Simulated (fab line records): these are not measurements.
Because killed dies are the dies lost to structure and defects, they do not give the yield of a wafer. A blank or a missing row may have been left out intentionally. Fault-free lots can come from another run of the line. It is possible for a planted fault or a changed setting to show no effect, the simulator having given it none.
fab line records	flow n5Finfet
record: lots: 7	wafers: 21
route steps=1938 shown ZERO_LAYER@9 WELL_APT@21 PMOS_HMC_CHANNEL_EPI@63 FIN_SAQP@130 DUMMY_GATE@222 SD_EPI_P@321 SD_ACTIVATION@330 SDB@369
startH: start of the lot's first displayed wafer, in hours after the record's first day	waitH: time in hours since the lot's previous step	" same as the row above	L1.1+2: a row that stands for several wafers	- no value, or no start was given	* or withheld: withheld	< > ~ a bound
route shown NAME@n: NAME is a module with steps in the file, n the number in the route of the first one	usual: average and standard deviation across the fault-free wafers	same: alike in all rows	chamber/n: place in a boat	sites: readings site by site	_std_site: the standard deviation of these	_edge_site: mean of outer sites minus mean of inner sites	radiusMm: for every site, how far away it sits from the centre of the wafer	mask NAME#n: copy n	behind: tool/chamber where the wafer was last shaped	hold: the reason the lot was held/the length of the hold in hours/how it ended	device: the n, p or np transistor that did not switch	end of line: the tests these same wafers got at the end of their route	a step without rows: its recipe alone	killed: dies that structure and defects cost at the first sort, which is not the same as the wafer's yield	map: dies across one wafer; x = killed, . = not, _ = none there
set.NAME: the setting that was run; set.NAME@STEP: the one run at that earlier step	model.NAME: the simulator's own value behind a step, which no gauge read
lots with deliberately changed settings; one table per step, one row per wafer
== steps ==
step: N5_ZERO_LAYER_EXPOSE_08
recipe: maskId: ZERO	na: 0.55	sourceShape: conventional	sigmaOuter: 0.8	polarization: unpolarized	defocusNm: 0	targetCdNm: 2000	doseMj: 16.2
lot.wafer	tool	chamber	startH	waitH	mask	set.doseMj
L074.4+5+6	krfScanner-01	0	12.48	-	ZERO#0	16.2
L075.2+3+6	krfScanner-02	0	18.61	-	ZERO#0	16.2
L076.3+5	krfScanner-02	0	24.49	-	ZERO#0	16.2
L076.6	"	0	"	"	ZERO#0	15.17
L080.1+5+6	krfScanner-01	0	48.59	-	ZERO#0	16.2
L085.3+4	krfScanner-02	0	78.48	-	ZERO#0	16.2
L085.5	"	0	"	"	ZERO#0	15.69
L086.1+2+5	krfScanner-02	0	84.48	-	ZERO#0	16.2
L097.3+5+6	krfScanner-02	0	150.62	-	ZERO#0	16.2
step: N5_ZERO_LAYER_PEB_09
recipe: pebTempC: withheld	pebTimeS: *
step: N5_ZERO_LAYER_DEVELOP_10
recipe: developTimeS: 60	rinseLiquid: diw	dry: airSpin	devTempC: 21
step: N5_ZERO_LAYER_HARDBAKE_23
recipe: tempC: 130	timeS: 120
step: N5_ZERO_LAYER_CD_MEAS_11
recipe: targetCdNm: 2000	landingEnergyEv: 500	detector: seInlens
usual: cdNm: 2000.0/1.4
lot.wafer	tool	chamber	startH	waitH	set.doseMj@ZERO_LAYER_EXPOSE_08	cdNm
L074.4	cdSem-01	0	12.65	-	16.2	1998.2
L074.5	"	0	"	"	16.2	2000.9
L074.6	"	0	"	"	16.2	2001.1
L075.2	cdSem-03	0	18.79	-	16.2	2000.4
L075.3	"	0	"	"	16.2	1998.3
L075.6	"	0	"	"	16.2	1999.8
L076.3	cdSem-02	0	24.66	-	16.2	2003.3
L076.5	"	0	"	"	16.2	2002.3
L076.6	"	0	"	"	15.17	1989.0
L080.1	cdSem-01	0	48.77	-	16.2	1999.2
L080.5	"	0	"	"	16.2	2001.7
L080.6	"	0	"	"	16.2	2000.2
L085.3	cdSem-01	0	78.64	-	16.2	1997.7
L085.4	"	0	"	"	16.2	1998.0
L085.5	"	0	"	"	15.69	1994.4
L086.1	cdSem-01	0	84.66	-	16.2	2000.7
L086.2	"	0	"	"	16.2	1999.1
L086.5	"	0	"	"	16.2	2001.0
L097.3	cdSem-03	0	150.79	-	16.2	2001.0
L097.5	"	0	"	"	16.2	2000.9
L097.6	"	0	"	"	16.2	1999.9
step: N5_WELL_APT_COAT_02
recipe: spinRpm: 1357	resistThkNm: 950
lot.wafer	tool	chamber	startH	waitH	set.spinRpm	model.coat_of_WELL_APT_COAT_02.thkNm
L074.4	lithoTrack-03	0	-	-	1357	950
L074.5	"	0	"	"	1475	912.9
L074.6	"	0	"	"	1357	948.6
L075.2	lithoTrack-04	0	-	-	1357	952.4
L075.3	"	0	"	"	1357	952.2
L075.6	"	0	"	"	1253	993.5
L076.3	lithoTrack-01	0	-	-	1357	949.6
L076.5	"	0	"	"	1222	1004
L076.6	"	0	"	"	1222	1003
L080.1	lithoTrack-01	0	-	-	1456	913.7
L080.5	"	0	"	"	1357	954
L080.6	"	0	"	"	1456	920.1
L085.3	lithoTrack-01	0	-	-	1357	954.6
L085.4	"	0	"	"	1357	950.3
L085.5	"	0	"	"	1357	954.7
L086.1	lithoTrack-01	0	-	-	1357	954
L086.2	"	0	"	"	1357	951.9
L086.5	"	0	"	"	1357	956.4
L097.3	lithoTrack-04	0	-	-	1312	971.1
L097.5	"	0	"	"	1312	970.6
L097.6	"	0	"	"	1357	956.4
step: N5_PMOS_HMC_CHANNEL_EPI_PEB_07
recipe: pebTempC: 110	pebTimeS: 60	resist: CAR-ArF-block
lot.wafer	tool	chamber	startH	waitH	set.pebTimeS
L074.4	lithoTrack-05	0	17.30	0.0	60
L074.5+6	"	0	"	"	72.42
L075.2+3	lithoTrack-05	0	23.56	0.0	60
L075.6	"	0	"	"	55.33
L076.3	lithoTrack-02	0	29.00	0.0	56.5
L076.5+6	"	0	"	"	60
L080.1+5	lithoTrack-04	0	53.45	0.1	46.98
L080.6	"	0	"	"	60
L085.3+4+5	lithoTrack-05	0	83.81	0.0	60
L086.1+2+5	lithoTrack-04	0	89.68	0.1	60
L097.3+5+6	lithoTrack-05	0	157.21	0.0	60
step: N5_PMOS_HMC_CHANNEL_EPI_DEVELOP_08
recipe: developTimeS: 30	developer: TMAH	resist: CAR-ArF-block	devTempC: 23	rinseLiquid: diw	dry: airSpin
lot.wafer	tool	chamber	startH	waitH	set.developTimeS
L074.4	lithoTrack-05	0	-	-	36.48
L074.5+6	"	0	"	"	30
L075.2+6	lithoTrack-05	0	-	-	30
L075.3	"	0	"	"	34.26
L076.3+5+6	lithoTrack-02	0	-	-	30
L080.1	lithoTrack-04	0	-	-	30
L080.5+6	"	0	"	"	36.67
L085.3+4	lithoTrack-05	0	-	-	23.28
L085.5	"	0	"	"	30
L086.1+2+5	lithoTrack-04	0	-	-	30
L097.3+6	lithoTrack-05	0	-	-	30
L097.5	"	0	"	"	35.85
step: N5_PMOS_HMC_CHANNEL_EPI_CD_MEAS_09
recipe: targetCdNm: 237.4	landingEnergyEv: 500	detector: seInlens
usual: cdNm: 237.1/0.8
lot.wafer	tool	chamber	startH	waitH	set.pebTimeS@PMOS_HMC_CHANNEL_EPI_PEB_07	cdNm
L074.4	cdSem-02	0	17.37	-	60	237.7
L074.5	"	0	"	"	72.42	243.3
L074.6	"	0	"	"	72.42	245.1
L075.2	cdSem-02	0	23.63	-	60	236.2
L075.3	"	0	"	"	60	237.7
L075.6	"	0	"	"	55.33	233.4
L076.3	cdSem-02	0	29.07	-	56.5	234.8
L076.5	"	0	"	"	60	237.0
L076.6	"	0	"	"	60	236.7
L080.1	cdSem-03	0	53.52	-	46.98	225.5
L080.5	"	0	"	"	46.98	228.3
L080.6	"	0	"	"	60	238.0
L085.3	cdSem-01	0	83.88	-	60	236.3
L085.4	"	0	"	"	60	236.0
L085.5	"	0	"	"	60	237.1
L086.1	cdSem-01	0	89.75	-	60	236.4
L086.2	"	0	"	"	60	237.1
L086.5	"	0	"	"	60	236.7
L097.3	cdSem-02	0	157.28	-	60	237.3
L097.5	"	0	"	"	60	238.6
L097.6	"	0	"	"	60	236.7
step: N5_PMOS_HMC_CHANNEL_EPI_DESCUM_14
recipe: chemistry: O2	timeS: 7.9	sourcePowerW: 50	biasPowerW: 20	pressureMtorr: 20	rfFrequencyHz: 2.712e+07	tempC: 40	resist: CAR-ArF-block	o2FlowSccm: 225
lot.wafer	tool	chamber	startH	waitH	set.pebTimeS@PMOS_HMC_CHANNEL_EPI_PEB_07	model.PMOS_HMC_CHANNEL_EPI.cdNm
L074.4	rieDiel-02	1	17.45	0.0	60	237.9
L074.5	"	2	"	"	72.42	243.3
L074.6	"	1	"	"	72.42	244.7
L075.2	rieDiel-02	3	23.73	0.0	60	236.2
L075.3	"	0	"	"	60	237.7
L075.6	"	1	"	"	55.33	233.7
L076.3	rieDiel-01	1	29.15	0.0	56.5	235
L076.5	"	0	"	"	60	237.6
L076.6	"	1	"	"	60	236.8
L080.1	rieDiel-01	3	54.13	0.5	46.98	225.5
L080.5	"	0	"	"	46.98	228.4
L080.6	"	3	"	"	60	238.1
L085.3	rieDiel-04	3	84.00	0.1	60	236.1
L085.4	"	0	"	"	60	236
L085.5	"	2	"	"	60	237.2
L086.1	rieDiel-04	0	89.84	0.0	60	236.8
L086.2	"	3	"	"	60	236.9
L086.5	"	2	"	"	60	236.7
L097.3	rieDiel-01	2	157.79	0.5	60	237.8
L097.5	"	2	"	"	60	238.4
L097.6	"	3	"	"	60	236.3
step: N5_FIN_SAQP_ETCH_65
recipe: chemistry: CF4	target: SiO2	targetDepthA: 40	ionEnergyEv: 350	timeS: 4.4	pressureMtorr: 10	icpW: 800	biasW: 400	cf4FlowSccm: 80
lot.wafer	tool	chamber	startH	waitH	set.timeS	model.etch.depthNm
L074.4	rieSi-03	1	24.63	0.1	5.079	4.472
L074.5	"	1	"	"	4.4	3.925
L074.6	"	0	"	"	4.4	3.88
L075.2	rieSi-03	1	30.77	0.1	5.377	4.842
L075.3	"	2	"	"	5.377	4.874
L075.6	"	0	"	"	5.377	4.828
L076.3	rieSi-01	3	36.38	0.1	4.4	4.007
L076.5	"	2	"	"	4.4	3.918
L076.6	"	3	"	"	4.714	4.29
L080.1	rieSi-03	3	62.20	0.1	4.683	4.228
L080.5	"	3	"	"	4.4	3.977
L080.6	"	2	"	"	4.683	4.247
L085.3	rieSi-01	1	90.81	0.1	3.549	3.197
L085.4	"	2	"	"	4.4	3.903
L085.5	"	3	"	"	4.4	4.034
L086.1+5	rieSi-03	3,1	100.18	0.1	4.4	3.941
L086.2	"	1	"	"	4.4	3.932
L097.3	rieSi-01	1	165.78	0.1	4.4	3.972
L097.5	"	3	"	"	4.4	4.046
L097.6	"	0	"	"	4.4	4.001
step: N5_FIN_SAQP_ETCH_64
recipe: chemistry: CF4	target: SiO2	targetDepthA: 15	ionEnergyEv: 350	pressureMtorr: 10	icpW: 800	biasW: 400	cf4FlowSccm: 80
lot.wafer	tool	chamber	startH	waitH	set.biasW	model.etch.depthNm
L074.4	rieSi-03	3	26.42	0.0	400	1.485
L074.5	"	2	"	"	400	1.494
L074.6	"	3	"	"	347.8	1.413
L075.2	rieSi-03	3	32.74	0.0	376.6	1.456
L075.3	"	1	"	"	400	1.486
L075.6	"	2	"	"	400	1.478
L076.3	rieSi-01	3	38.14	0.0	400	1.491
L076.5	"	0	"	"	379.5	1.474
L076.6	"	3	"	"	400	1.496
L080.1	rieSi-03	3	64.05	0.0	448.9	1.536
L080.5	"	0	"	"	448.9	1.528
L080.6	"	3	"	"	448.9	1.541
L085.3	rieSi-06	3	92.52	0.0	400	1.46
L085.4	"	2	"	"	424	1.512
L085.5	"	2	"	"	424	1.508
L086.1	rieSi-06	0	102.22	0.0	400	1.468
L086.2	"	1	"	"	400	1.503
L086.5	"	2	"	"	400	1.483
L097.3	rieSi-03	0	167.81	0.0	400	1.478
L097.5	"	1	"	"	400	1.479
L097.6	"	0	"	"	400	1.484
step: N5_DUMMY_GATE_COAT_34
recipe: resist: SOC	tempC: 250	timeS: 60	spinRpm: 1500	resistThkNm: 60
lot.wafer	tool	chamber	startH	waitH	set.spinRpm	model.SOC_of_DUMMY_GATE_COAT_34.thkNm
L074.4	lithoTrack-02	0	45.26	0.0	1578	58.6
L074.5+6	"	0	"	"	1500	60
L075.2	lithoTrack-05	0	53.30	0.0	1353	63.2
L075.3+6	"	0	"	"	1500	60
L076.3+5	lithoTrack-02	0	58.71	0.0	1500	60
L076.6	"	0	"	"	1500	60.2
L080.1	lithoTrack-01	0	82.63	0.0	1500	60.4
L080.5+6	"	0	"	"	1593	58.4
L085.3	lithoTrack-05	0	115.10	0.0	1500	60
L085.4+5	"	0	"	"	1500	60.2
L086.1+5	lithoTrack-02	0	121.95	0.0	1500	60
L086.2	"	0	"	"	1500	60.2
L097.3+5	lithoTrack-05	0	186.46	0.0	1500	60.2
L097.6	"	0	"	"	1599	58.2
step: N5_DUMMY_GATE_COAT_35
recipe: resist: SiARC	tempC: 220	timeS: 60	spinRpm: 1500	resistThkNm: 10
step: N5_DUMMY_GATE_COAT_28
recipe: resist: underlayer	tempC: 205	timeS: 60	spinRpm: 1500	resistThkNm: 10
step: N5_DUMMY_GATE_ETCH_29
recipe: chemistry: N2/H2	target: underlayer	targetDepthA: 130	ionEnergyEv: 200	pressureMtorr: 30	sourceW: 840	biasW: 150	n2FlowSccm: 200	h2FlowSccm: 200
step: N5_DUMMY_GATE_ETCH_36
recipe: chemistry: CF4	target: SiARC	targetDepthA: 130	pressureMtorr: 40	sourceW: 545	biasW: 36	Ar_flow_sccm: 100	cf4FlowSccm: 100	ionEnergyEv: 80
step: N5_DUMMY_GATE_ETCH_37
recipe: chemistry: N2/H2	target: SOC	targetDepthA: 600	overetchA: 300	tempC: 40	ionEnergyEv: 200	pressureMtorr: 30	sourceW: 840	biasW: 150	n2FlowSccm: 200	h2FlowSccm: 200
lot.wafer	tool	chamber	startH	waitH	set.spinRpm@DUMMY_GATE_COAT_34	model.etch.depthNm
L074.4	rieDiel-04	2	45.92	0.0	1578	58.52
L074.5	"	0	"	"	1500	60.02
L074.6	"	3	"	"	1500	59.96
L075.2	rieDiel-02	0	54.29	0.0	1353	63.3
L075.3	"	1	"	"	1500	60.02
L075.6	"	1	"	"	1500	59.98
L076.3	rieDiel-01	3	59.40	0.0	1500	60.09
L076.5	"	3	"	"	1500	60.01
L076.6	"	2	"	"	1500	60.19
L080.1	rieDiel-01	2	83.18	0.0	1500	60.35
L080.5	"	0	"	"	1593	58.49
L080.6	"	1	"	"	1593	58.38
L085.3	rieDiel-04	1	115.79	0.0	1500	60
L085.4	"	0	"	"	1500	60.11
L085.5	"	1	"	"	1500	60.27
L086.1+2	rieDiel-01	3,0	122.49	0.0	1500	60.1
L086.5	"	1	"	"	1500	59.94
L097.3	rieDiel-02	3	187.12	0.0	1500	60.15
L097.5	"	1	"	"	1500	60.19
L097.6	"	2	"	"	1599	58.22
step: N5_DUMMY_GATE_STRIP_38
recipe: chemistry: N2/H2	tempC: 40	n2FlowSccm: 200	h2FlowSccm: 200	rfFrequencyHz: 6e+07
step: N5_DUMMY_GATE_STRIP_39
recipe: chemistry: N2/H2	tempC: 40	n2FlowSccm: 200	h2FlowSccm: 200	rfFrequencyHz: 6e+07
step: N5_DUMMY_GATE_STRIP_40
recipe: chemistry: CF4	resist: SiARC	powerW: 300	biasPowerW: 75	pressureMtorr: 50	cf4FlowSccm: 150	rfFrequencyHz: 6e+07
step: N5_DUMMY_GATE_ETCH_31
recipe: chemistry: C4F6/O2	target: SiO2	maskMaterial: SOC	targetDepthA: 825	timeS: 27.5	ionEnergyEv: 250	pressureMtorr: 30	sourceW: 345	biasW: 185	Ar_flow_sccm: 300	C4F6_flow_sccm: 10	O2_flow_sccm: 10
lot.wafer	tool	chamber	startH	waitH	set.spinRpm@DUMMY_GATE_COAT_34	model.SOC_of_DUMMY_GATE_COAT_34.thkNm
L074.4	rieDiel-01	1	46.21	0.0	1578	50.2
L074.5	"	1	"	"	1500	51.8
L074.6	"	2	"	"	1500	51.6
L075.2	rieDiel-02	0	54.86	0.2	1353	55.2
L075.3	"	1	"	"	1500	52
L075.6	"	0	"	"	1500	51.8
L076.3+6	rieDiel-04	3,1	59.67	0.0	1500	52
L076.5	"	2	"	"	1500	51.8
L080.1	rieDiel-04	1	83.46	0.0	1500	52
L080.5	"	0	"	"	1593	50.4
L080.6	"	3	"	"	1593	50.2
L085.3	rieDiel-01	0	116.06	0.0	1500	51.6
L085.4+5	"	1,3	"	"	1500	52
L086.1+2	rieDiel-01	3,1	123.01	0.3	1500	51.8
L086.5	"	0	"	"	1500	51.6
L097.3+5	rieDiel-04	2,1	187.76	0.0	1500	51.8
L097.6	"	0	"	"	1599	50
step: N5_SD_EPI_P_EPI_21
recipe: material: SiGe:B	dopant: B	tempC: 550	pressureTorr: 20	ambient: H2	timeS: 355
lot.wafer	tool	chamber	startH	waitH	set.tempC	model.SiGe-B_of_SD_EPI_P_EPI_21.thkNm
L074.4+5+6	epiRpcvd-02	0	57.13	1.1	552.7	63.6
L075.2	epiRpcvd-04	0	64.64	0.6	550	61.8
L075.3	"	0	"	"	547.6	58.4
L075.6	"	0	66.56	2.4	550	61.4
L076.3	epiRpcvd-02	0	67.93	0.8	550	62
L076.5	"	0	"	"	550	61.2
L076.6	"	0	"	"	550	60.8
L080.1+5	epiRpcvd-04	0	94.22	0.1	550	60.8
L080.6	"	0	96.02	1.8	548.4	59
L085.3+4	epiRpcvd-04	0	124.55	0.8	552.2	65.6
L085.5	"	0	"	"	550	63
L086.1	epiRpcvd-04	0	133.01	0.1	550	62
L086.2	"	0	"	"	550	61.2
L086.5	"	0	134.45	1.5	550	60.4
L097.3	epiRpcvd-01	0	196.89	0.8	550	59.8
L097.5	"	0	"	"	548.7	58.2
L097.6	"	0	"	"	548.7	58.6
step: N5_SD_EPI_P_HM_STRIP_48
recipe: chemistry: H3PO4	tempC: 160	material: SiNx	target: SiNx	targetDepthA: 30	overetchFraction: 0.3
lot.wafer	tool	chamber	startH	waitH	set.tempC@SD_EPI_P_EPI_21	model.SiGe-B_of_SD_EPI_P_EPI_21.thkNm
L074.4+5+6	wetBench-06	3,7,4	58.28	0.0	552.7	63.2
L075.2	wetBench-01	3	67.12	0.0	550	61.4
L075.3	"	2	"	"	547.6	58.2
L075.6	"	7	"	"	550	61.2
L076.3	wetBench-06	0	69.46	0.0	550	61.6
L076.5	"	6	"	"	550	60.8
L076.6	"	3	"	"	550	60.4
L080.1	wetBench-06	1	96.45	0.0	550	60.6
L080.5	"	2	"	"	550	60.4
L080.6	"	3	"	"	548.4	58.8
L085.3+4	wetBench-03	5,4	126.06	0.0	552.2	65.4
L085.5	"	2	"	"	550	62.8
L086.1	wetBench-06	1	135.24	0.0	550	61.6
L086.2	"	3	"	"	550	61
L086.5	"	6	"	"	550	60
L097.3	wetBench-03	4	198.40	0.0	550	59.6
L097.5	"	2	"	"	548.7	57.8
L097.6	"	3	"	"	548.7	58.4
step: N5_SD_EPI_P_SRD_49
recipe: dry: ipaMarangoni	timeS: 30	tempC: 23	rinseLiquid: diw
step: N5_SD_EPI_P_PRECLEAN_24
recipe: chemistry: O3/DIW	timeS: 45	tempC: 22	o3Ppm: 10
step: N5_SD_ACTIVATION_RTA_00
recipe: tempC: 975	timeS: 0	ambient: N2	idleTempC: 600	rampUpCPerS: 150	rampDownCPerS: 60	coolToC: 600
step: N5_SD_ACTIVATION_LSA_01
recipe: tempC: 1080	timeS: 0.0008	ambient: N2
step: N5_SD_ACTIVATION_RS_MEAS_03
recipe: thkMeasGauge: four-point-probe
usual: RS_SD_N: 21.87/0.27	RS_SD_P: 56.1/0.89
lot.wafer	tool	chamber	startH	waitH	set.tempC@SD_EPI_P_EPI_21	RS_SD_N[ohm/sq]	RS_SD_P[ohm/sq]
L074.4	filmMetro-01	-	59.37	0.1	552.7	22.17	54.4
L074.5	"	-	"	"	552.7	21.84	54.4
L074.6	"	-	"	"	552.7	21.82	53.8
L075.2	filmMetro-02	-	67.72	0.2	550	21.40	55.7
L075.3	"	-	"	"	547.6	22.17	59.2
L075.6	"	-	"	"	550	21.75	55.7
L076.3	filmMetro-02	-	70.17	0.2	550	22.08	54.9
L076.5	"	-	"	"	550	22.19	56.2
L076.6	"	-	"	"	550	21.79	56.5
L080.1	filmMetro-02	-	97.03	0.2	550	22.53	56.2
L080.5	"	-	"	"	550	22.15	56.0
L080.6	"	-	"	"	548.4	22.42	57.6
L085.3	filmMetro-02	-	126.87	0.2	552.2	21.53	51.1
L085.4	"	-	"	"	552.2	21.47	51.5
L085.5	"	-	"	"	550	21.57	53.8
L086.1	filmMetro-02	-	136.03	0.2	550	21.87	55.2
L086.2	"	-	"	"	550	21.88	55.7
L086.5	"	-	"	"	550	21.85	55.9
L097.3	filmMetro-01	-	199.02	0.2	550	22.07	55.6
L097.5	"	-	"	"	548.7	22.16	58.0
L097.6	"	-	"	"	548.7	21.72	57.5
step: N5_SDB_CUT_ETCH_26
recipe: chemistry: HBr/Cl2/O2	target: Si	targetDepthA: 1296	btTimeS: 20	maskMaterial: SiNx	timeS: 51.8	ionEnergyEv: *	biasW: *	pressureMtorr: 10	icpW: 800	HBr_flow_sccm: 150	Cl2_flow_sccm: 80	O2_flow_sccm: 12
lot.wafer	tool	chamber	startH	waitH	set.biasW	model.etch.depthNm	model.SDB.featureDepthNm
L074.4	rieSi-03	0	67.76	0.0	*	133.2	133.2
L074.5	"	1	"	"	*	132.5	132.6
L074.6	"	2	"	"	*	128.9	128.8
L075.2	rieSi-01	3	75.34	0.1	*	129.9	129.8
L075.3	"	1	"	"	*	128	128
L075.6	"	3	"	"	*	130.3	130.4
L076.3	rieSi-01	3	77.94	0.1	*	134.9	134.8
L076.5	"	3	"	"	*	133.6	133.6
L076.6	"	0	"	"	*	130.2	130.2
L080.1	rieSi-03	0	105.87	0.1	*	129.5	129.4
L080.5	"	3	"	"	*	131.4	131.4
L080.6	"	0	"	"	*	130.6	130.6
L085.3	rieSi-01	1	135.49	0.1	*	127.8	127.8
L085.4	"	2	"	"	*	127.2	127.2
L085.5	"	1	"	"	*	133.2	133.2
L086.1	rieSi-03	0	145.04	0.1	*	129.1	129.2
L086.2	"	3	"	"	*	128.9	129
L086.5	"	3	"	"	*	130	130
L097.3+6	rieSi-01	0	207.13	0.1	*	129	129
L097.5	"	1	"	"	*	128	128
== key ==
split: step: N5_ZERO_LAYER_EXPOSE_08	setting: doseMj	stated: 16.2	by: wafer
response: step: N5_ZERO_LAYER_CD_MEAS_11	reading: cdNm	change: +1.95	per: 1%	r: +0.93
split: step: N5_WELL_APT_COAT_02	setting: spinRpm	stated: 1357	by: wafer
response: step: N5_WELL_APT_COAT_02	reading: model.coat_of_WELL_APT_COAT_02.thkNm	change: -4.99	per: 1%	r: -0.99
split: step: N5_PMOS_HMC_CHANNEL_EPI_PEB_07	setting: pebTimeS	stated: 60	by: wafer
response: step: N5_PMOS_HMC_CHANNEL_EPI_CD_MEAS_09	reading: cdNm	change: +0.417	per: 1%	r: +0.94
response: step: N5_PMOS_HMC_CHANNEL_EPI_DESCUM_14	reading: model.PMOS_HMC_CHANNEL_EPI.cdNm	change: +0.409	per: 1%	r: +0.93
split: step: N5_PMOS_HMC_CHANNEL_EPI_DEVELOP_08	setting: developTimeS	stated: 30	by: wafer
response none clear
split: step: N5_FIN_SAQP_ETCH_65	setting: timeS	stated: 4.4	by: wafer
response: step: N5_FIN_SAQP_ETCH_65	reading: model.etch.depthNm	change: +0.0393	per: 1%	r: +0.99
split: step: N5_FIN_SAQP_ETCH_64	setting: biasW	stated: 400	by: wafer
response: step: N5_FIN_SAQP_ETCH_64	reading: model.etch.depthNm	change: +0.00583	per: 1%	r: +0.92
split: step: N5_DUMMY_GATE_COAT_34	setting: spinRpm	stated: 1500	by: wafer
response: step: N5_DUMMY_GATE_COAT_34	reading: model.SOC_of_DUMMY_GATE_COAT_34.thkNm	change: -0.313	per: 1%	r: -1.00
response: step: N5_DUMMY_GATE_ETCH_37	reading: model.etch.depthNm	change: -0.316	per: 1%	r: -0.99
response: step: N5_DUMMY_GATE_ETCH_31	reading: model.SOC_of_DUMMY_GATE_COAT_34.thkNm	change: -0.305	per: 1%	r: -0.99
split: step: N5_SD_EPI_P_EPI_21	setting: tempC	stated: 550	by: wafer
response: step: N5_SD_EPI_P_EPI_21	reading: model.SiGe-B_of_SD_EPI_P_EPI_21.thkNm	change: +6.7	per: 1%	r: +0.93
response: step: N5_SD_EPI_P_HM_STRIP_48	reading: model.SiGe-B_of_SD_EPI_P_EPI_21.thkNm	change: +6.6	per: 1%	r: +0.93
response: step: N5_SD_ACTIVATION_RS_MEAS_03	reading: RS_SD_P	change: -7.08	per: 1%	r: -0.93
split: step: N5_SDB_CUT_ETCH_26	setting: biasW	stated: *	by: wafer
response: step: N5_SDB_CUT_ETCH_26	reading: model.etch.depthNm	change: +0.268	per: 1%	r: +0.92
response: step: N5_SDB_CUT_ETCH_26	reading: model.SDB.featureDepthNm	change: +0.27	per: 1%	r: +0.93
